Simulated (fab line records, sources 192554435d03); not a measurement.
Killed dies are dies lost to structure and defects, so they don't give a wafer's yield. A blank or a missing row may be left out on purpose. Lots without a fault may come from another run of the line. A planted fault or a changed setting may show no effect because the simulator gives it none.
Split-lot experiment | flow n5_finfet | 7 lots, 21 wafers read, on a route of 1938 steps

THE SPLIT
At N5_BEOL_M11_COAT_59 (time 60 s, resist thk 100 nm), the setting spin_rpm was moved away from the recipe's 1500 rpm on 8 of the 21 wafers read, by -8.9% to +10.5%. The other wafers ran this setting at the recipe's value.

The reading is taken at the split's own step.

THE READING
SOC_of_BEOL_M11_COAT_59.thk_nm (the simulator's own value, which no gauge read), in nm, at N5_BEOL_M11_COAT_59 (time 60 s, resist thk 100 nm). The file gives no usual value for it. The 13 wafers here that ran the recipe average 100.0 nm, standard deviation 0.27 nm.

wafer  | tool, chamber at the split | spin_rpm as run, rpm | against the recipe | SOC_of_BEOL_M11_COAT_59.thk_nm, nm | against lot-mates on the recipe
L075.3 | litho_track-05, 0          | 1500                 | recipe             | 100.2                              | -
L075.6 | litho_track-05, 0          | 1500                 | recipe             | 100.2                              | -
L075.5 | litho_track-05, 0          | 1657                 | +10.5%             | 95.4                               | -4.8
L085.1 | litho_track-04, 0          | 1500                 | recipe             | 100                                | -
L085.5 | litho_track-04, 0          | 1500                 | recipe             | 99.8                               | -
L085.6 | litho_track-04, 0          | 1500                 | recipe             | 100.2                              | -
L089.1 | litho_track-03, 0          | 1557                 | +3.8%              | 97.8                               | -1.7
L089.4 | litho_track-03, 0          | 1500                 | recipe             | 99.4                               | -
L089.6 | litho_track-03, 0          | 1500                 | recipe             | 99.6                               | -
L088.2 | litho_track-03, 0          | 1366                 | -8.9%              | 104.8                              | no lot-mate on the recipe
L088.4 | litho_track-03, 0          | 1366                 | -8.9%              | 104.8                              | no lot-mate on the recipe
L088.6 | litho_track-03, 0          | 1366                 | -8.9%              | 104.8                              | no lot-mate on the recipe
L096.2 | litho_track-03, 0          | 1426                 | -4.9%              | 102.8                              | +2.4
L096.3 | litho_track-03, 0          | 1500                 | recipe             | 100.4                              | -
L096.6 | litho_track-03, 0          | 1426                 | -4.9%              | 102.6                              | +2.2
L093.1 | litho_track-04, 0          | 1500                 | recipe             | 100                                | -
L093.3 | litho_track-04, 0          | 1500                 | recipe             | 99.8                               | -
L093.6 | litho_track-04, 0          | 1382                 | -7.9%              | 103.8                              | +3.9
L095.2 | litho_track-03, 0          | 1500                 | recipe             | 100.2                              | -
L095.5 | litho_track-03, 0          | 1500                 | recipe             | 100                                | -
L095.6 | litho_track-03, 0          | 1500                 | recipe             | 99.8                               | -

THE FIT
A straight line over all 21 wafers: SOC_of_BEOL_M11_COAT_59.thk_nm changes by -0.507 nm for each +1% of spin_rpm; r = -0.99; the points scatter about the line by 0.31 nm.
The same after taking each lot's own level away (the mean of its wafers on the recipe; 18 wafers): -0.469 nm for each +1%; r = -1.00; scatter 0.13 nm.
On that fit, the largest move of spin_rpm shifts the reading by 4.9 nm.
The lots' own levels span 99.50 to 100.40 nm, that is 3.3 times the standard deviation above.
So the lot-to-lot level changes the slope little: the two slopes agree.
Check: with one of the wafers moved furthest among these (+10.5%) left out of the fit, the line predicts -4.99 nm for it against its lot-mates. It came out at -4.8 nm against them.

OTHER SPLITS ON THESE WAFERS
These wafers also went through other splits before the reading. Each is held against what the fit with the lots' levels taken away leaves over:
other split on the same wafers | wafers away from the commonest value | r with SOC_of_BEOL_M11_COAT_59.thk_nm (lot level and that fit taken away)
N5_BEOL_M9_EXPOSE_25 dose_mj   | 4                                    | -0.29
N5_BEOL_M9_ETCH_66 bias_w      | 6                                    | -0.13
N5_BEOL_M10_COAT_63 spin_rpm   | 9                                    | +0.13
N5_BEOL_M10_EXPOSE_25 dose_mj  | 8                                    | +0.27

THE FILE'S OWN FIT
SOC_of_BEOL_M11_COAT_59.thk_nm changes by -0.47 nm for each +1% of spin_rpm, r = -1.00.
